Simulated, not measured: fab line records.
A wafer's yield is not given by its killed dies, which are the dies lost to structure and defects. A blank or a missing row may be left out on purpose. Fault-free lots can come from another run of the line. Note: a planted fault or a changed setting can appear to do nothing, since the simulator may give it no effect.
The tool behind it: which one?	flow n5 finfet	10 lots with 30 wafers sampled at 5 steps, on a route of 1938 steps

## WHAT THE GAUGES READ, wafer by wafer
N5_BEOL_M4_RC_MEAS_101. Usual: DIBL_N 35.8 mV/V, standard deviation 1.8; DIBL_P 35.6 mV/V, standard deviation 2; EOT_N 10.54, standard deviation 0.1; EOT_P 10.50, standard deviation 0.095; IGATE_N 0.0124 nA/um, standard deviation 0.002; IGATE_P 0.0037 nA/um, standard deviation 0.00058; IOFF_N 0.148 nA/um, standard deviation 0.028; IOFF_P 0.20 nA/um, standard deviation 0.034; IOFF_P_LIN 0.096 nA/um, standard deviation 0.014; ION_N 672 uA/um, standard deviation 12; ION_P 462 uA/um, standard deviation 8.5; SS_N 71.2 mV/dec, standard deviation 0.65; SS_P 73.1 mV/dec, standard deviation 0.67; VT_N 251 mV, standard deviation 3.3; VT_P -251 mV, standard deviation 3.8.
lot	measured	on	DIBL_N (mV/V)	DIBL_P (mV/V)	EOT_N	EOT_P	IGATE_N (nA/um)	IGATE_P (nA/um)	IOFF_N (nA/um)	IOFF_P (nA/um)	IOFF_P_LIN (nA/um)	ION_N (uA/um)	ION_P (uA/um)	SS_N (mV/dec)	SS_P (mV/dec)	VT_N (mV)	VT_P (mV)	flag
L102	day 7 15:10	prober-02	34.6 32.9 34.0	35.2 34.3 36.4	10.51 10.73 10.73	10.36 10.61 10.49	0.0118 0.0109 0.0098	0.0035 0.0032 0.0029	0.150 0.119 0.145	0.16 0.15 0.17	0.076 0.073 0.081	674 660 677	449 454 459	71.1 70.7 71.5	72.6 72.5 73.4	252 253 251	-258 -257 -255	
L103	day 8 02:58	prober-01	37.7 36.9 39.9	38.6 36.7 41.0	10.47 10.65 11.68	10.50 10.64 11.61	0.0123 0.0097 0.0036	0.0036 0.0028 0.0011	0.156 0.151 0.192	0.22 0.20 0.28	0.105 0.100 0.136	647 672 660	451 461 454	72.1 70.9 71.0	73.9 72.5 74.3	252 252 247	-247 -248 -245	OFF
L104	day 8 00:16	prober-01	35.3 37.6 38.4	35.9 38.3 38.7	10.56 11.63 11.72	10.32 11.63 11.63	0.0158 0.0037 0.0040	0.0047 0.0011 0.0012	0.161 0.202 0.209	0.22 0.26 0.28	0.106 0.127 0.134	685 661 668	471 453 462	71.8 71.9 73.0	73.3 73.8 73.2	252 247 249	-248 -245 -245	OFF
L105	day 9 00:37	prober-01	36.3 36.9 38.3	34.1 34.5 36.7	10.56 10.65 10.68	10.51 10.46 10.58	0.0125 0.0119 0.0110	0.0037 0.0034 0.0033	0.138 0.141 0.175	0.20 0.21 0.24	0.101 0.104 0.115	662 675 677	464 469 468	71.5 70.9 71.1	73.2 73.8 73.7	253 253 247	-248 -248 -248	
L117	day 11 22:08	prober-02	32.9 35.7 34.3	33.5 35.7 34.1	10.50 10.39 10.47	10.45 10.46 10.58	0.0112 0.0135 0.0113	0.0034 0.0041 0.0034	0.126 0.171 0.139	0.21 0.24 0.22	0.104 0.113 0.108	676 688 684	472 475 471	70.3 71.7 71.1	73.4 74.5 73.3	251 247 252	-248 -245 -244	
L118	day 11 22:31	prober-01	37.7 34.0 33.2	38.3 33.9 32.5	10.62 10.55 10.60	10.64 10.62 10.48	0.0117 0.0117 0.0117	0.0035 0.0035 0.0035	0.189 0.121 0.106	0.22 0.17 0.14	0.100 0.084 0.073	685 668 656	463 460 452	71.8 71.3 70.4	74.0 72.1 72.6	249 255 255	-252 -254 -257	
L119	day 12 00:12	prober-02	38.4 32.6 36.1	39.2 32.9 37.3	10.62 10.67 10.50	10.45 10.52 10.43	0.0110 0.0102 0.0129	0.0032 0.0030 0.0037	0.153 0.076 0.117	0.18 0.12 0.16	0.082 0.062 0.076	669 626 662	448 430 449	71.5 70.0 70.3	74.0 71.7 73.5	255 266 259	-254 -260 -257	
L120	day 12 03:19	prober-01	38.5 35.8 35.6	39.8 34.5 36.1	10.63 10.49 10.43	10.50 10.40 10.41	0.0128 0.0131 0.0158	0.0039 0.0039 0.0048	0.191 0.137 0.146	0.25 0.17 0.18	0.111 0.083 0.086	679 663 683	463 454 466	72.1 71.6 71.5	73.7 73.0 73.1	248 252 251	-248 -252 -255	
L122	day 12 19:14	prober-02	36.4 39.3 37.4	33.2 36.0 35.8	10.51 10.44 10.47	10.46 10.62 10.43	0.0132 0.0122 0.0164	0.0038 0.0035 0.0047	0.145 0.208 0.170	0.16 0.19 0.20	0.081 0.092 0.094	671 659 685	454 443 459	71.8 72.7 71.3	73.0 73.9 73.8	253 249 249	-257 -253 -250	
L124	day 13 18:52	prober-02	35.8 38.4 35.3	35.0 37.4 33.1	10.48 10.57 10.50	10.61 10.67 10.49	0.0120 0.0110 0.0153	0.0035 0.0032 0.0044	0.147 0.197 0.138	0.19 0.24 0.18	0.095 0.113 0.091	677 691 682	463 478 464	71.3 71.6 71.0	72.4 72.5 71.9	250 246 254	-248 -247 -250	

## EACH LOT AND THE TOOL THAT RAN IT (in order: tool; ch and the chambers of the sampled wafers; start)
lot	N5_DUMMY_REMOVAL_PRECLEAN_08	N5_BEOL_M4_ANNEAL_82	N5_BEOL_M4_SPUTTER_86	N5_BEOL_M4_ANNEAL_91
L102	remote plasma-02 ch 0, day 3 23:40	pvd sputter-01, day 7 12:50	pvd sputter-01, day 7 12:58	pvd sputter-01, day 7 13:29
L103	remote plasma-02 ch 0, day 4 10:10	pvd sputter-03, day 8 00:36	pvd sputter-03, day 8 00:44	pvd sputter-03, day 8 01:16
L104	remote plasma-02 ch 0, day 4 10:20	pvd sputter-01, day 7 21:40	pvd sputter-01, day 7 21:49	pvd sputter-01, day 7 22:20
L105	remote plasma-01 ch 0, day 4 18:07	pvd sputter-03, day 8 22:07	pvd sputter-03, day 8 22:16	pvd sputter-03, day 8 22:47
L117	remote plasma-01 ch 1, day 7 17:53	pvd sputter-02, day 11 19:35	pvd sputter-02, day 11 19:44	pvd sputter-02, day 11 20:15
L118	remote plasma-02 ch 0, day 7 22:47	pvd sputter-03, day 11 20:10	pvd sputter-03, day 11 20:19	pvd sputter-03, day 11 20:50
L119	remote plasma-02 ch 1, day 8 03:43	pvd sputter-02, day 11 21:44	pvd sputter-02, day 11 21:53	pvd sputter-02, day 11 22:24
L120	remote plasma-02 ch 0, day 8 11:55	pvd sputter-02, day 12 00:57	pvd sputter-02, day 12 01:05	pvd sputter-02, day 12 01:37
L122	remote plasma-02 ch 0, day 9 02:58	pvd sputter-03, day 12 16:32	pvd sputter-03, day 12 16:40	pvd sputter-03, day 12 17:11
L124	remote plasma-02 ch 0, day 9 11:25	pvd sputter-01, day 13 16:32	pvd sputter-01, day 13 16:40	pvd sputter-01, day 13 17:11
- N5_DUMMY_REMOVAL_PRECLEAN_08: cleans in NF3:NH3, afs cycles 2, time 20 s, sublimation time 60 s.
- N5_BEOL_M4_ANNEAL_82: time 240 s.
- N5_BEOL_M4_SPUTTER_86: material Cu, target thk 4.5 nm, time 8.29 s.
- N5_BEOL_M4_ANNEAL_91: time 240 s.

## WHAT THE TOOLS THEMSELVES READ (means of the sampled wafers that have a number; where no wafer has one, the mark that the record gives instead)
N5_BEOL_M4_ANNEAL_82. Usual: heater power w 915 W, standard deviation 120.
lot	tool	heater power w (W)	flag
L102	pvd sputter-01	1036	
L103	pvd sputter-03	870	
L104	pvd sputter-01	929	
L105	pvd sputter-03	695	
L117	pvd sputter-02	876	
L118	pvd sputter-03	898	
L119	pvd sputter-02	904	
L120	pvd sputter-02	943	
L122	pvd sputter-03	890	
L124	pvd sputter-01	984	

N5_BEOL_M4_SPUTTER_86. Usual: throttle valve pct 30.3 %, standard deviation 1.1.
lot	tool	throttle valve pct (%)	flag
L102	pvd sputter-01	31.2	
L103	pvd sputter-03	30.4	
L104	pvd sputter-01	30.8	
L105	pvd sputter-03	29.6	
L117	pvd sputter-02	29.9	
L118	pvd sputter-03	29.7	
L119	pvd sputter-02	30.5	
L120	pvd sputter-02	30.3	
L122	pvd sputter-03	29.1	
L124	pvd sputter-01	30.6	

N5_BEOL_M4_ANNEAL_91. Usual: heater power w 916 W, standard deviation 120.
lot	tool	heater power w (W)	flag
L102	pvd sputter-01	1039	
L103	pvd sputter-03	866	
L104	pvd sputter-01	925	
L105	pvd sputter-03	729	
L117	pvd sputter-02	892	
L118	pvd sputter-03	889	
L119	pvd sputter-02	894	
L120	pvd sputter-02	944	
L122	pvd sputter-03	904	
L124	pvd sputter-01	990	

## THE ANSWER, worked out from the rows above alone
Rule: a lot is off if the mean of its wafers that have a number lies more than 3 standard deviations from the usual mean. A lot without any number at a reading at which 4 lots or more have one is off too. All remaining lots with rows at the step are treated as sound. After the gauges, taken in route order, come the tools' own readings; for these a lot's mean is taken, as printed above. At the first step where some lot is off, the reading lying furthest off is the one used; lots without a number count as furthest.
Off: L103, L104, seen at N5_BEOL_M4_RC_MEAS_101 (EOT_N).
If a tool, at a process step before that reading, ran all the lots that are off and no sound lot after the first of them, it fits. Those tools and the gauges at N5_BEOL_M4_RC_MEAS_101 are tried in the same way. None of those tried fits.

## WHAT THE SIMULATOR PUT IN
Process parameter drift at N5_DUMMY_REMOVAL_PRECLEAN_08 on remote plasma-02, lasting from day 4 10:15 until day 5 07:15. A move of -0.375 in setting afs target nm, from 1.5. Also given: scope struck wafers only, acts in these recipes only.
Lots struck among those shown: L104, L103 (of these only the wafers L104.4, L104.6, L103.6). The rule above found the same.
